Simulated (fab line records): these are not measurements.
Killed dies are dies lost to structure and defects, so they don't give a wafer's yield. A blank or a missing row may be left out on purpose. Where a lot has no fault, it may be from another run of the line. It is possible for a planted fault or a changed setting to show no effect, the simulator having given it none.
fab line records	flow n5-finfet
[record] lots = 10	wafers = 30	last-day = 18
route steps=1938 shown BEOL_M9@1414 PASSIVATION@1936
lots that met no fault: taken from a fault-free run of the same line
start-h: hours from the record's first day to the start of the lot's first wafer shown	wait-h: how many hours have passed since the lot's step before this one	" repeats the value in the row above	L1.1+2: several wafers, shown together as one row	- value missing, or start not given	* or withheld: withheld	< > ~ a bound
route shown NAME@n: NAME is a module with steps in the file, n the number in the route of the first one	usual: mean/standard deviation taken from wafers without a fault	same: alike in all rows	chamber/n: place in a boat	sites: the reading at each site	_std_site: standard deviation of those values	_edge_site: inner sites' mean taken away from outer sites' mean	radius-mm: how far each site lies from the wafer's centre	mask NAME#n: copy n	behind: the most recent tool/chamber to have shaped the wafer	hold: why the lot went on hold/how many hours it stayed there/how the hold came to an end	device: names the non-switching transistor (n, p or np)	end of line: tests run on the same wafers once the route is complete	where a step has no rows: the recipe by itself	killed: at the first sort, the dies lost to defects and structure; wafer yield is something else	map: a wafer's dies, marking killed ones x, the rest . and places with no die _
set.NAME: the setting that was run; set.NAME@STEP: the one run at that earlier step	model.NAME: the simulator's own value behind a step, which no gauge read
route steps across a sampled set of lots; one table per step, one row per wafer
services: when a tool's chamber went out of use (start-h, in hours from the record's first day, below 0 if earlier), for how many hours, and the reason
[[steps]]
[step N5_BEOL_M9_CD_MEAS_11]
[recipe] target-cd-nm = 64.1	landing-energy-ev = 500	detector = se-inlens	polarity = opening
[usual] cd-nm = 64.2/0.53
lot.wafer	tool	chamber	start-h	wait-h	cd-nm
L652.2	cd-sem-01	0	257.24	-	64.1
L652.3	"	0	"	"	64.0
L652.4	"	0	"	"	63.7
L656.2	cd-sem-03	0	277.99	-	64.4
L656.5	"	0	"	"	64.0
L656.6	"	0	"	"	64.5
L659.1	cd-sem-01	0	303.30	-	63.6
L659.4	"	0	"	"	63.7
L659.5	"	0	"	"	63.9
L662.1	cd-sem-03	0	307.61	-	64.0
L662.2	"	0	"	"	64.3
L662.4	"	0	"	"	64.6
L665.1	cd-sem-03	0	331.22	-	63.3
L665.2	"	0	"	"	64.0
L665.3	"	0	"	"	63.7
L664.1	cd-sem-01	0	331.80	-	63.8
L664.4	"	0	"	"	63.7
L664.6	"	0	"	"	63.8
L668.2	cd-sem-03	0	352.34	-	63.7
L668.3	"	0	"	"	63.6
L668.6	"	0	"	"	62.9
L666.3	cd-sem-02	0	354.45	-	64.4
L666.4	"	0	"	"	64.0
L666.6	"	0	"	"	64.3
L669.1	cd-sem-03	0	357.53	-	64.6
L669.2	"	0	"	"	65.2
L669.5	"	0	"	"	64.9
L670.1	cd-sem-02	0	358.49	-	63.8
L670.4	"	0	"	"	65.0
L670.6	"	0	"	"	64.7
[step N5_BEOL_M9_ETCH_61]
[recipe] chemistry = CF4	target = SiARC	target-depth-a = 390	mask-material = CAR-ArF	time-s = 65	ion-energy-ev = 80	pressure-mtorr = 40	source-w = 545	bias-w = 36	Ar_flow_sccm = 100	cf4-flow-sccm = 100	ends = cleared
[usual] cf4-flow-sccm = 99.97/0.3	drypump-motor-current-A = 5.7/0.32	etch-rf-on-time-s = 64.6/0.93	oes-product-au = 0.67/0.065	rf-fwd-power-W = 538.2/2.7	rf-vpp-V = 183.8/1.3	showerhead-plenum-p-Torr = 2.13/0.09	throttle-valve-pct = 15.68/0.27
lot.wafer	tool	chamber	start-h	wait-h	cf4-flow-sccm	drypump-motor-current-A	etch-rf-on-time-s	oes-product-au	rf-fwd-power-W	rf-hours-counter-h	rf-vpp-V	showerhead-plenum-p-Torr	throttle-valve-pct
L652.2	rie-diel-05	1	257.65	0.0	100.29	5.2	63.8	0.74	542.9	46	183.9	2.09	15.57
L652.3	"	2	"	"	99.87	6.0	63.9	0.60	531.2	227	185.3	2.20	15.51
L652.4	"	3	"	"	99.88	5.6	63.5	0.76	534.1	38	184.4	2.10	15.43
L656.2	rie-diel-05	1	278.11	0.0	99.87	5.2	64.2	0.72	536.8	52	183.1	2.09	15.58
L656.5	"	2	"	"	99.82	6.0	64.9	0.59	535.9	-	183.6	2.20	15.53
L656.6	"	3	"	"	100.10	5.6	64.4	0.75	538.3	-	183.3	2.10	15.43
L659.1	rie-diel-02	0	303.43	0.0	99.64	5.4	64.0	0.79	539.1	16	184.2	2.19	15.24
L659.4	"	1	"	"	99.85	6.4	64.7	0.65	537.5	137	186.6	2.24	16.01
L659.5	"	3	"	"	99.91	5.5	66.3	0.61	540.2	-	183.4	2.12	15.82
L662.1	rie-diel-06	3	307.74	0.0	100.30	5.3	63.4	0.77	537.1	38	186.1	2.27	15.26
L662.2	"	0	"	"	100.19	5.7	64.5	0.66	537.4	143	185.4	2.23	15.71
L662.4	"	1	"	"	99.85	5.9	63.8	0.64	542.5	173	181.9	1.98	16.09
L665.1	rie-diel-05	0	331.35	0.0	99.44	6.1	64.6	0.60	537.3	202	183.8	2.13	15.73
L665.2	"	3	"	"	100.18	5.6	65.3	0.73	535.9	61	183.9	2.09	15.47
L665.3	"	1	"	"	99.12	5.2	65.2	0.70	541.6	68	182.0	2.09	15.61
L664.1	rie-diel-06	0	331.92	0.0	99.61	5.7	65.8	0.65	539.6	151	185.6	2.23	15.74
L664.4	"	3	"	"	100.04	5.3	63.8	0.75	539.5	46	185.3	2.27	15.26
L664.6	"	1	"	"	99.34	5.9	64.1	0.63	541.0	-	181.3	1.98	16.13
L668.2	rie-diel-02	3	352.55	0.0	99.90	5.5	66.4	0.61	540.6	215	183.0	2.12	15.86
L668.3	"	2	"	"	100.12	5.5	65.0	0.63	536.6	166	183.2	2.05	15.61
L668.6	"	0	"	"	99.51	5.4	64.4	0.76	539.5	-	184.5	2.18	15.30
L666.3	rie-diel-05	0	354.57	0.0	100.12	6.2	63.8	0.59	540.3	212	184.6	2.13	15.72
L666.4	"	1	"	"	99.77	5.2	64.9	0.69	540.5	-	183.7	2.08	15.63
L666.6	"	3	"	"	99.85	5.5	64.5	0.72	538.5	-	184.3	2.09	15.49
L669.1	rie-diel-05	0	357.67	0.0	99.42	6.2	64.2	0.59	539.2	214	183.9	2.13	15.74
L669.2	"	1	"	"	100.49	5.2	64.3	0.69	540.7	79	183.2	2.08	15.61
L669.5	"	1	"	"	100.29	5.2	64.4	0.69	539.2	-	183.3	2.08	15.62
L670.1	rie-diel-06	2	358.83	0.0	100.13	5.9	65.4	0.59	536.9	216	183.4	2.04	16.06
L670.4	"	3	"	"	99.57	5.3	65.2	0.74	538.9	55	185.7	2.27	15.29
L670.6	"	1	"	"	100.43	5.9	65.0	0.62	540.5	-	182.5	1.97	16.13
[step N5_BEOL_M9_HM_OPEN_17]
[recipe] chemistry = Cl2/BCl3	target-depth-a = 200	overetch-a = 60	target = TiN	mask-material = SOC	ion-energy-ev = 150	pressure-mtorr = 10	icp-w = 1000	bias-w = 126	Cl2_flow_sccm = 53.25	bcl3-flow-sccm = 21.75	Ar_flow_sccm = 25
[usual] drypump-motor-current-A = 5.8/0.34	oes-product-au = 0.68/0.085	rf-fwd-power-W = 993/3.2	throttle-valve-pct = 22.14/0.15
lot.wafer	tool	chamber	start-h	wait-h	drypump-motor-current-A	oes-product-au	rf-fwd-power-W	rf-hours-counter-h	throttle-valve-pct
L652.2	rie-metal-01	0	257.88	0.0	6.1	0.74	999	13	22.01
L652.3	"	0	"	"	6.1	0.74	991	-	22.01
L652.4	"	1	"	"	6.2	0.54	993	-	22.09
L656.2	rie-metal-03	1	278.35	0.0	5.6	0.74	985	13	22.04
L656.5	"	1	"	"	5.6	0.74	988	-	22.05
L656.6	"	0	"	"	5.4	0.64	991	-	22.33
L659.1	rie-metal-02	0	303.73	0.1	5.3	0.62	993	60	22.44
L659.4	"	0	"	"	5.3	0.61	993	-	22.42
L659.5	"	1	"	"	5.7	0.76	990	-	22.17
L662.1	rie-metal-01	1	307.97	0.0	6.2	0.53	992	116	22.10
L662.2	"	0	"	"	6.1	0.73	994	15	22.00
L662.4	"	1	"	"	6.3	0.53	995	-	22.11
L665.1	rie-metal-03	1	331.58	0.0	5.6	0.72	994	19	22.07
L665.2	"	0	"	"	5.5	0.63	993	66	22.32
L665.3	"	0	"	"	5.5	0.64	992	-	22.34
L664.1	rie-metal-02	1	332.17	0.0	5.7	0.75	992	15	22.16
L664.4	"	1	"	"	5.7	0.76	987	-	22.18
L664.6	"	1	"	"	5.7	0.75	991	-	22.19
L668.2	rie-metal-02	1	352.79	0.0	5.7	0.74	995	17	22.18
L668.3	"	1	"	"	5.7	0.75	995	-	22.16
L668.6	"	1	"	"	5.7	0.75	996	-	22.16
L666.3	rie-metal-03	1	354.84	0.1	5.6	0.71	992	-	22.07
L666.4	"	0	"	"	5.5	0.63	998	-	22.33
L666.6	"	1	"	"	5.6	0.71	991	-	22.06
L669.1	rie-metal-01	1	358.02	0.0	6.2	0.83	995	1	21.89
L669.2	"	0	"	"	6.1	0.71	995	22	22.00
L669.5	"	0	"	"	6.1	0.71	987	-	22.02
L670.1	rie-metal-01	1	359.07	0.0	6.2	0.83	994	1	21.90
L670.4	"	0	"	"	6.1	0.72	993	-	22.02
L670.6	"	0	"	"	6.1	0.71	993	-	22.00
[step N5_BEOL_M9_STRIP_19]
[recipe] chemistry = O2	power-w = 400	temp-c = 40	pressure-mtorr = 30	rf-frequency-hz = 6e+07	bias-power-w = 0	overash-fraction = 0.2	o2-flow-sccm = 225
[usual] drypump-motor-current-A = 5.7/0.35	oes-product-au = 0.78/0.08	rf-vpp-V = 3.6/0.67	showerhead-plenum-p-Torr = 2.08/0.075	throttle-valve-pct = 16.67/0.24
lot.wafer	tool	chamber	start-h	wait-h	drypump-motor-current-A	oes-product-au	rf-hours-counter-h	rf-vpp-V	showerhead-plenum-p-Torr	throttle-valve-pct
L652.2	rie-diel-02	1	258.00	0.1	6.3	0.78	123	3.8	2.20	17.05
L652.3	"	2	"	"	5.5	0.76	137	5.1	2.02	16.64
L652.4	"	0	"	"	5.4	0.99	2	4.6	2.14	16.29
L656.2	rie-diel-05	0	278.46	0.1	6.2	0.71	191	4.8	2.08	16.68
L656.5	"	2	"	"	6.0	0.69	-	3.9	2.15	16.58
L656.6	"	3	"	"	5.6	0.87	-	4.8	2.04	16.43
L659.1	rie-diel-06	1	303.84	0.1	5.9	0.73	172	3.7	1.94	17.19
L659.4	"	2	"	"	5.9	0.69	201	3.3	2.00	17.09
L659.5	"	0	"	"	5.7	0.78	-	3.5	2.18	16.76
L662.1	rie-diel-06	1	308.08	0.1	6.0	0.73	173	3.9	1.93	17.20
L662.2	"	2	"	"	5.9	0.70	202	4.8	2.00	17.11
L662.4	"	3	"	"	5.3	0.90	39	4.0	2.22	16.30
L665.1	rie-diel-05	1	331.69	0.1	5.2	0.83	68	3.3	2.03	16.63
L665.2	"	3	"	"	5.6	0.85	61	4.9	2.04	16.50
L665.3	"	2	"	"	6.1	0.68	249	4.1	2.15	16.60
L664.1	rie-diel-05	0	332.28	0.1	6.2	0.71	202	3.3	2.07	16.71
L664.4	"	1	"	"	5.2	0.82	68	3.1	2.03	16.62
L664.6	"	1	"	"	5.2	0.81	-	3.3	2.03	16.63
L668.2	rie-diel-02	0	352.90	0.1	5.4	0.89	31	4.8	2.13	16.34
L668.3	"	3	"	"	5.5	0.71	215	2.9	2.07	16.90
L668.6	"	0	"	"	5.4	0.89	-	4.0	2.13	16.32
L666.3	rie-diel-06	0	354.92	0.1	5.7	0.75	158	2.6	2.18	16.79
L666.4	"	1	"	"	5.9	0.71	189	3.5	1.93	17.22
L666.6	"	3	"	"	5.3	0.87	-	4.4	2.22	16.31
L669.1	rie-diel-05	0	358.13	0.1	6.2	0.69	214	1.6	2.07	16.72
L669.2	"	1	"	"	5.2	0.81	79	3.9	2.03	16.68
L669.5	"	0	"	"	6.2	0.70	-	3.3	2.07	16.74
L670.1	rie-diel-06	0	359.18	0.1	5.7	0.75	160	3.3	2.18	16.78
L670.4	"	1	"	"	5.9	0.73	190	4.5	1.93	17.22
L670.6	"	0	"	"	5.8	0.76	-	4.2	2.18	16.79
[step N5_BEOL_M9_INSPECT_30]
[recipe] mode = adi	inspect-instrument = brightfield
[usual] raw-defect-count = 394/91
lot.wafer	tool	chamber	start-h	wait-h	raw-defect-count
L652.2	defect-inspect-02	-	259.74	0.0	456
L652.3	"	-	"	"	543
L652.4	"	-	"	"	980
L656.2	defect-inspect-01	-	279.16	0.0	392
L656.5	"	-	"	"	325
L656.6	"	-	"	"	802
L659.1	defect-inspect-02	-	305.74	0.1	469
L659.4	"	-	"	"	392
L659.5	"	-	"	"	484
L662.1	defect-inspect-02	-	310.41	0.1	395
L662.2	"	-	"	"	341
L662.4	"	-	"	"	450
L665.1	defect-inspect-01	-	334.41	0.1	461
L665.2	"	-	"	"	365
L665.3	"	-	"	"	400
L664.1	defect-inspect-01	-	334.84	0.1	406
L664.4	"	-	"	"	384
L664.6	"	-	"	"	342
L668.2	defect-inspect-01	-	353.54	0.0	383
L668.3	"	-	"	"	372
L668.6	"	-	"	"	439
L666.3	defect-inspect-02	-	355.93	0.0	420
L666.4	"	-	"	"	406
L666.6	"	-	"	"	388
L669.1	defect-inspect-01	-	359.40	0.1	418
L669.2	"	-	"	"	315
L669.5	"	-	"	"	295
L670.1	defect-inspect-02	-	360.72	0.1	293
L670.4	"	-	"	"	316
L670.6	"	-	"	"	281
[step N5_PASSIVATION_PROBE_49]
[usual] defect-limited-yield = 91.2/1.5	killed_at_M0_to_M3 = 32/9.6	killed_at_M4_up = 13/5.3	killed-at-contacts = 13/6.7	killed-at-front-end = 42/11	killed-at-other = 3.8/2.9	killed-dies = 103/17	killed-open = 67/13	killed-short = 35/7.9	sort_bin_5_function = 5.2/0.94	sort_bin_6_memory = 3.3/0.64	sort-n-pass = 1077/17	sort-yield-pct = 91.2/1.5
[same] gross-dies = 1180	killed-at-back-side = 0	sort_bin_4_leakage[%] = 0	sort_bin_8_speed[%] = 0
lot.wafer	tool	chamber	start-h	wait-h	defect-limited-yield[%]	killed_at_M0_to_M3	killed_at_M4_up	killed-at-contacts	killed-at-front-end	killed-at-other	killed-dies	killed-open	killed-short	sort_bin_5_function[%]	sort_bin_6_memory[%]	sort-n-pass	sort-yield-pct[%]
L652.2	prober-02	-	318.19	0.1	90.8	32	14	12	51	0	109	73	36	6.4	2.8	1071	90.8
L652.3	prober-02	-	318.24	0.1	89.1	44	21	25	38	1	129	88	41	6.4	4.2	1051	89.1
L652.4	prober-02	-	318.29	0.2	80.5	30	125	6	67	2	230	89	35	11.5	5.8	950	80.5
L656.2	prober-01	-	346.21	0.1	91.6	25	11	5	51	7	99	74	25	5.2	3.0	1081	91.6
L656.5	prober-01	-	346.36	0.2	91.6	22	12	9	47	9	99	63	35	5.3	3.0	1081	91.6
L656.6	prober-01	-	346.41	0.3	81.4	34	118	8	50	9	219	71	35	11.2	4.7	961	81.4
L662.1	prober-02	-	369.00	0.0	89.0	47	12	10	55	6	130	90	40	7.2	3.1	1050	89.0
L662.2	prober-02	-	369.05	0.1	91.3	37	4	11	47	4	103	77	26	5.1	3.5	1077	91.3
L662.4	prober-02	-	369.15	0.2	91.5	39	9	2	47	3	100	65	35	5.0	3.2	1080	91.5
L659.1	prober-02	-	371.17	0.0	90.8	35	8	23	36	6	108	56	50	5.3	3.3	1072	90.8
L659.4	prober-02	-	371.32	0.2	90.7	33	10	20	44	3	110	70	38	5.6	3.3	1070	90.7
L659.5	prober-02	-	371.37	0.2	89.1	45	10	15	58	1	129	87	42	6.4	4.2	1051	89.1
L664.1	prober-02	-	412.27	0.0	92.1	25	7	28	27	6	93	58	35	4.7	3.1	1087	92.1
L664.4	prober-02	-	412.42	0.2	93.1	24	9	15	32	1	81	59	21	4.2	2.4	1099	93.1
L664.6	prober-02	-	412.52	0.3	91.9	33	13	6	42	1	95	55	36	4.8	2.8	1085	91.9
L665.1	prober-02	-	414.66	0.0	88.8	44	13	19	53	3	132	80	50	5.8	4.7	1048	88.8
L665.2	prober-02	-	414.71	0.1	89.2	47	13	20	42	6	128	77	51	6.4	4.0	1052	89.2
L665.3	prober-02	-	414.76	0.1	88.4	36	13	19	59	10	137	94	42	7.6	3.5	1043	88.4
L666.3	prober-02	-	424.62	0.1	92.8	19	19	10	35	2	85	47	38	4.2	2.5	1095	92.8
L666.4	prober-02	-	424.67	0.2	92.0	21	16	7	43	7	94	61	33	4.6	3.0	1086	92.0
L666.6	prober-02	-	424.77	0.3	91.4	44	17	7	32	1	101	64	34	4.8	3.4	1079	91.4
L669.1	prober-02	-	432.61	0.0	93.1	35	9	10	24	4	82	58	22	4.7	2.2	1098	93.1
L669.2	prober-02	-	432.66	0.1	91.4	43	12	9	37	1	102	69	33	5.4	3.1	1078	91.4
L669.5	prober-02	-	432.81	0.2	91.9	46	7	8	34	0	95	57	36	4.2	3.5	1085	91.9
L668.2	prober-01	-	432.62	0.1	88.8	25	16	10	79	2	132	95	37	6.0	4.6	1048	88.8
L668.3	prober-01	-	432.67	0.1	89.2	33	28	11	54	2	128	87	40	6.7	4.0	1052	89.2
L668.6	prober-01	-	432.82	0.3	90.0	32	24	17	44	1	118	79	38	6.0	3.9	1062	90.0
L670.1	prober-02	-	437.53	0.0	90.1	28	11	21	47	10	117	81	36	5.4	4.3	1063	90.1
L670.4	prober-02	-	437.68	0.2	88.4	35	15	19	60	8	137	95	42	7.0	4.2	1043	88.4
L670.6	prober-02	-	437.78	0.3	91.6	26	8	16	42	7	99	61	38	5.0	3.1	1081	91.6
// killed by level:class
L652.2 FIN_SAQP:geometric-particle:open=11 STI_FIN_REVEAL:geometric-particle:open=11 FIN_SAQP:geometric-particle:short=10 MOL_CONTACT_COAG:geometric-particle:open=10 BEOL_M2:geometric-particle:open=8 BEOL_M0_SAQP:geometric-particle:short=7 BEOL_M3:geometric-particle:open=7 BEOL_M4:geometric-particle:open=7
L652.3 MOL_CONTACT_COAG:geometric-particle:open=19 BEOL_M4:geometric-particle:open=14 BEOL_M0_SAQP:geometric-particle:open=10 FIN_SAQP:geometric-particle:short=8 BEOL_M0_SAQP:geometric-particle:short=8 BEOL_M3:geometric-particle:open=8 BEOL_M2:geometric-particle:open=7 MOL_CONTACT_COAG:geometric-particle:short=6
L652.4 BEOL_M9:unspecified=106 FIN_SAQP:geometric-particle:open=20 FIN_SAQP:geometric-particle:short=12 DUMMY_GATE:geometric-particle:open=12 BEOL_M3:geometric-particle:open=9 BEOL_M4:geometric-particle:open=9 BEOL_M2:geometric-particle:open=8 MOL_CONTACT_COAG:geometric-particle:open=6
L656.2 STI_FIN_REVEAL:geometric-particle:open=15 BEOL_M1:geometric-particle:open=11 FIN_SAQP:geometric-particle:open=9 DUMMY_GATE:geometric-particle:open=7 BEOL_M0_SAQP:geometric-particle:short=6 BEOL_M0_SAQP:geometric-particle:open=5 MOL_CONTACT_COAG:geometric-particle:open=5 ILD0:geometric-particle:short=4
L656.5 STI_FIN_REVEAL:geometric-particle:open=15 BEOL_M3:geometric-particle:open=9 FIN_SAQP:geometric-particle:short=8 MOL_CONTACT_COAG:geometric-particle:open=7 BEOL_M4:geometric-particle:open=5 FIN_SAQP:geometric-particle:open=4 DUMMY_GATE:geometric-particle:open=4 GATE_CUT:geometric-particle:short=4
L656.6 BEOL_M9:unspecified=112 STI_FIN_REVEAL:geometric-particle:open=27 BEOL_M0_SAQP:geometric-particle:short=13 BEOL_M0_SAQP:geometric-particle:open=12 MOL_CONTACT_COAG:geometric-particle:open=7 FIN_SAQP:geometric-particle:short=6 BEOL_M1:geometric-particle:open=6 STI_FIN_REVEAL:geometric-particle:short=3
L662.1 FIN_SAQP:geometric-particle:open=22 FIN_SAQP:geometric-particle:short=11 BEOL_M0_SAQP:geometric-particle:short=10 MOL_CONTACT_COAG:geometric-particle:open=9 BEOL_M0_SAQP:geometric-particle:open=9 BEOL_M3:geometric-particle:open=8 BEOL_M1:geometric-particle:open=8 BEOL_M2:geometric-particle:open=6
L662.2 FIN_SAQP:geometric-particle:open=14 BEOL_M2:geometric-particle:open=11 DUMMY_GATE:geometric-particle:open=9 MOL_CONTACT_COAG:geometric-particle:open=9 BEOL_M3:geometric-particle:open=9 FIN_SAQP:geometric-particle:short=6 STI_FIN_REVEAL:geometric-particle:open=6 BEOL_M2:geometric-particle:short=5
L662.4 FIN_SAQP:geometric-particle:open=15 FIN_SAQP:geometric-particle:short=12 BEOL_M0_SAQP:geometric-particle:open=9 BEOL_M2:geometric-particle:open=8 BEOL_M3:geometric-particle:open=7 STI_FIN_REVEAL:geometric-particle:open=6 BEOL_M0_SAQP:geometric-particle:short=6 BEOL_M1:geometric-particle:open=5
L659.1 MOL_CONTACT_COAG:geometric-particle:open=16 FIN_SAQP:geometric-particle:short=12 BEOL_M0_SAQP:geometric-particle:short=12 BEOL_M0_SAQP:geometric-particle:open=9 FIN_SAQP:geometric-particle:open=8 MOL_CONTACT_COAG:geometric-particle:short=7 MIM_TOP_ETCH:geometric-particle:short=5 BEOL_M2:geometric-particle:open=4
L659.4 MOL_CONTACT_COAG:geometric-particle:open=14 STI_FIN_REVEAL:geometric-particle:open=13 FIN_SAQP:geometric-particle:open=9 BEOL_M0_SAQP:geometric-particle:short=9 BEOL_M0_SAQP:geometric-particle:open=6 DUMMY_GATE:geometric-particle:open=5 GATE_CUT:geometric-particle:short=5 MOL_CONTACT_COAG:geometric-particle:short=5
L659.5 FIN_SAQP:geometric-particle:short=15 FIN_SAQP:geometric-particle:open=13 BEOL_M2:geometric-particle:open=13 STI_FIN_REVEAL:geometric-particle:open=12 MOL_CONTACT_COAG:geometric-particle:open=10 BEOL_M0_SAQP:geometric-particle:short=7 BEOL_M0_SAQP:geometric-particle:open=7 BEOL_M1:geometric-particle:open=6
L664.1 MOL_CONTACT_COAG:geometric-particle:open=21 BEOL_M0_SAQP:geometric-particle:short=13 BEOL_M0_SAQP:geometric-particle:open=9 MOL_CONTACT_COAG:geometric-particle:short=7 STI_FIN_REVEAL:geometric-particle:open=6 STARTING-WAFER:geometric-particle:open=5 DUMMY_GATE:geometric-particle:open=3 DUMMY_GATE:geometric-particle:short=3
L664.4 MOL_CONTACT_COAG:geometric-particle:open=12 STI_FIN_REVEAL:geometric-particle:open=7 DUMMY_GATE:geometric-particle:open=7 BEOL_M1:geometric-particle:open=7 BEOL_M0_SAQP:geometric-particle:open=5 BEOL_M0_SAQP:geometric-particle:short=5 STARTING-WAFER:geometric-particle:open=4 FIN_SAQP:geometric-particle:short=3
L664.6 BEOL_M0_SAQP:geometric-particle:short=12 FIN_SAQP:geometric-particle:short=9 DUMMY_GATE:geometric-particle:open=8 BEOL_M0_SAQP:geometric-particle:open=8 BEOL_M4:geometric-particle:open=6 FIN_SAQP:geometric-particle:open=5 BEOL_M1:geometric-particle:open=5 STARTING-WAFER:geometric-particle:open=5
L665.1 FIN_SAQP:geometric-particle:open=16 MOL_CONTACT_COAG:geometric-particle:open=16 FIN_SAQP:geometric-particle:short=15 BEOL_M0_SAQP:geometric-particle:open=11 BEOL_M0_SAQP:geometric-particle:short=10 BEOL_M1:geometric-particle:open=10 STI_FIN_REVEAL:geometric-particle:open=7 BEOL_M5:geometric-particle:short=5
L665.2 BEOL_M0_SAQP:geometric-particle:short=21 MOL_CONTACT_COAG:geometric-particle:open=14 BEOL_M0_SAQP:geometric-particle:open=13 FIN_SAQP:geometric-particle:open=9 STI_FIN_REVEAL:geometric-particle:open=6 GATE_CUT:geometric-particle:short=6 MOL_CONTACT_COAG:geometric-particle:short=6 BEOL_M4:geometric-particle:open=6
L665.3 STI_FIN_REVEAL:geometric-particle:open=23 MOL_CONTACT_COAG:geometric-particle:open=17 FIN_SAQP:geometric-particle:short=14 BEOL_M1:geometric-particle:open=12 BEOL_M0_SAQP:geometric-particle:open=7 BEOL_M0_SAQP:geometric-particle:short=5 BEOL_M2:geometric-particle:open=5 BEOL_M1:geometric-particle:short=4
L666.3 FIN_SAQP:geometric-particle:short=19 MOL_CONTACT_COAG:geometric-particle:open=9 FIN_SAQP:geometric-particle:open=7 BEOL_M4:geometric-particle:open=6 BEOL_M0_SAQP:geometric-particle:open=5 BEOL_M1:geometric-particle:open=5 GATE_CUT:geometric-particle:short=4 BEOL_M3:geometric-particle:open=4
L666.4 FIN_SAQP:geometric-particle:open=15 BEOL_M5:geometric-particle:open=7 FIN_SAQP:geometric-particle:short=6 BEOL_M3:geometric-particle:open=6 STI_FIN_REVEAL:geometric-particle:open=5 GATE_CUT:geometric-particle:short=5 MOL_CONTACT_COAG:geometric-particle:open=5 BEOL_M0_SAQP:geometric-particle:short=4
L666.6 BEOL_M2:geometric-particle:open=11 BEOL_M3:geometric-particle:open=11 BEOL_M5:geometric-particle:open=7 GATE_CUT:geometric-particle:short=6 BEOL_M0_SAQP:geometric-particle:short=6 FIN_SAQP:geometric-particle:open=5 FIN_SAQP:geometric-particle:short=5 BEOL_M0_SAQP:geometric-particle:open=5
L669.1 BEOL_M3:geometric-particle:open=13 BEOL_M2:geometric-particle:open=10 MOL_CONTACT_COAG:geometric-particle:open=8 STI_FIN_REVEAL:geometric-particle:open=7 BEOL_M0_SAQP:geometric-particle:short=6 DUMMY_GATE:geometric-particle:open=3 STARTING-WAFER:geometric-particle:short=3 BEOL_M4:geometric-particle:open=3
L668.2 STI_FIN_REVEAL:geometric-particle:open=35 FIN_SAQP:geometric-particle:open=14 FIN_SAQP:geometric-particle:short=7 MOL_CONTACT_COAG:geometric-particle:open=7 BEOL_M1:geometric-particle:open=7 BEOL_M0_SAQP:geometric-particle:short=6 BEOL_M5:geometric-particle:open=6 ILD0:geometric-particle:short=5
L669.2 BEOL_M2:geometric-particle:open=13 STI_FIN_REVEAL:geometric-particle:open=12 MOL_CONTACT_COAG:geometric-particle:open=9 BEOL_M1:geometric-particle:short=8 BEOL_M0_SAQP:geometric-particle:open=7 BEOL_M0_SAQP:geometric-particle:short=6 BEOL_M1:geometric-particle:open=5 FIN_SAQP:geometric-particle:open=4
L668.3 BEOL_M4:geometric-particle:open=17 MOL_CONTACT_COAG:geometric-particle:open=8 BEOL_M0_SAQP:geometric-particle:open=8 BEOL_M3:geometric-particle:open=8 FIN_SAQP:geometric-particle:open=7 FIN_SAQP:geometric-particle:short=7 GATE_CUT:geometric-particle:short=6 BEOL_M0_SAQP:geometric-particle:short=6
L669.5 BEOL_M0_SAQP:geometric-particle:short=14 BEOL_M2:geometric-particle:open=13 STI_FIN_REVEAL:geometric-particle:open=10 BEOL_M0_SAQP:geometric-particle:open=7 GATE_CUT:geometric-particle:short=6 MOL_CONTACT_COAG:geometric-particle:open=6 FIN_SAQP:geometric-particle:open=4 GATE_CUT:geometric-particle:open=4
L668.6 STI_FIN_REVEAL:geometric-particle:open=14 MOL_CONTACT_COAG:geometric-particle:open=13 BEOL_M0_SAQP:geometric-particle:short=10 BEOL_M4:geometric-particle:open=10 FIN_SAQP:geometric-particle:open=9 BEOL_M0_SAQP:geometric-particle:open=8 BEOL_M5:geometric-particle:open=6 BEOL_M3:geometric-particle:open=5
L670.1 MOL_CONTACT_COAG:geometric-particle:open=17 STI_FIN_REVEAL:geometric-particle:open=12 FIN_SAQP:geometric-particle:short=10 BEOL_M3:geometric-particle:open=7 FIN_SAQP:geometric-particle:open=6 BEOL_M1:geometric-particle:open=6 BEOL_M4:geometric-particle:open=6 BEOL_M0_SAQP:geometric-particle:short=5
L670.4 STI_FIN_REVEAL:geometric-particle:open=19 MOL_CONTACT_COAG:geometric-particle:open=17 BEOL_M1:geometric-particle:open=14 FIN_SAQP:geometric-particle:short=11 FIN_SAQP:geometric-particle:open=8 BEOL_M0_SAQP:geometric-particle:short=5 BEOL_M2:geometric-particle:open=5 BEOL_M3:geometric-particle:open=4
L670.6 MOL_CONTACT_COAG:geometric-particle:open=12 STI_FIN_REVEAL:geometric-particle:open=10 FIN_SAQP:geometric-particle:short=8 FIN_SAQP:geometric-particle:open=7 BEOL_M1:geometric-particle:short=7 BEOL_M1:geometric-particle:open=6 GATE_CUT:geometric-particle:short=5 BEOL_M2:geometric-particle:open=5
[[services]]
tool	chamber	start-h	hours	kind
rie-diel-02	1	234.79	10.1	repair
rie-metal-02	-	239.47	1.7	repair
rie-diel-05	0	290.58	14.1	repair
rie-metal-01	-	292.87	14.6	pm
rie-metal-03	-	303.59	1.4	pm
rie-metal-03	0	309.96	21.4	repair
rie-metal-02	1	310.40	10.4	repair
rie-diel-06	2	323.89	4.5	repair
rie-metal-01	1	329.06	-	clean
rie-diel-05	2	335.81	-	clean
rie-diel-05	2	335.81	-	consumable-replace:focus-ring
rie-diel-05	2	335.81	25.0	scheduled-down
rie-diel-05	2	335.81	25.0	vent-cycle
rie-diel-02	1	351.37	14.6	repair
rie-diel-05	3	356.99	15.0	repair
[[key]]
[first-sign] step = N5_BEOL_M9_INSPECT_30	reading = raw-defect-count	direction = up	sigmas = 5.4	usual = 394	struck = 891
[effect] step = N5_PASSIVATION_PROBE_49	reading = killed_at_M4_up	direction = up	sigmas = 20	usual = 13	struck = 122
[more-kills-born-at] N5_BEOL_M9_ETCH_61@rie-diel-05 = 218
met-at N5_BEOL_M9_ETCH_61
struck-lots L652,L656
struck-wafers L652.4,L656.6
not-acting-at N5_BEOL_M9_CD_MEAS_11,N5_BEOL_M9_HM_OPEN_17,N5_BEOL_M9_STRIP_19
[fault] kind = chamber-particle-source	tool = rie-diel-05	chamber = 3	onset-h = 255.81	steps = N5_BEOL_M9_ETCH_61	rate-per-visit-cm2 = 0.77291	end-h = 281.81
